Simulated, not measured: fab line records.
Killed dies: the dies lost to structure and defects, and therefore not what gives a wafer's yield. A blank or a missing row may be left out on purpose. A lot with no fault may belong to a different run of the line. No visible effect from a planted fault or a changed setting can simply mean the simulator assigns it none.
Matching of chambers	flow n5_finfet	N5_DUMMY_GATE_ETCH_36 on rie_diel-03 has 4 sister chambers
The step etches SiARC in CF4, target depth 13 nm. 4 wafers are shown with their chamber, then 7 later ones without.

## EACH WAFER AND ITS CHAMBER
wafer	chamber	showerhead_plenum_p_Torr (Torr)
L075.4	3	2.13
L082.1	0	2.13
L082.6	2	2.15
L093.5	1	1.99

## WAFERS WITHOUT THEIR CHAMBER
wafer	showerhead_plenum_p_Torr (Torr)
L093.6	2.12
L095.2	2.14
L095.5	2.13
L095.6	2.12
L097.2	1.99
L097.4	2.12
L097.6	2.12

## WHICH CHAMBER EACH ONE RAN IN
wafer	from the rows above	in truth
L093.6	can't be placed: 0 or 3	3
L095.2	can't be placed: 2 or 0 or 3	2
L095.5	can't be placed: 0 or 3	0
L095.6	can't be placed: 0 or 3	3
L097.2	1	1
L097.4	can't be placed: 0 or 3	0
L097.6	can't be placed: 0 or 3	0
Correctly placed: 1 of 7. These rows do not allow placing 6 (true chamber among the candidates in 6). Placed wrongly: 0.
How it was worked out, from the rows above alone: a wafer's distance from a chamber is the root of the sum, over the readings, of the square of ((its reading less the chamber's mean) divided by the reading's scatter). The wafer belongs to the nearest chamber; if the next one is less than 2 further off, it can't be placed. A chamber's mean is the mean of its shown wafers. The scatter: root of mean squared gap, hidden wafer to nearest shown wafer, with one shown wafer a chamber.
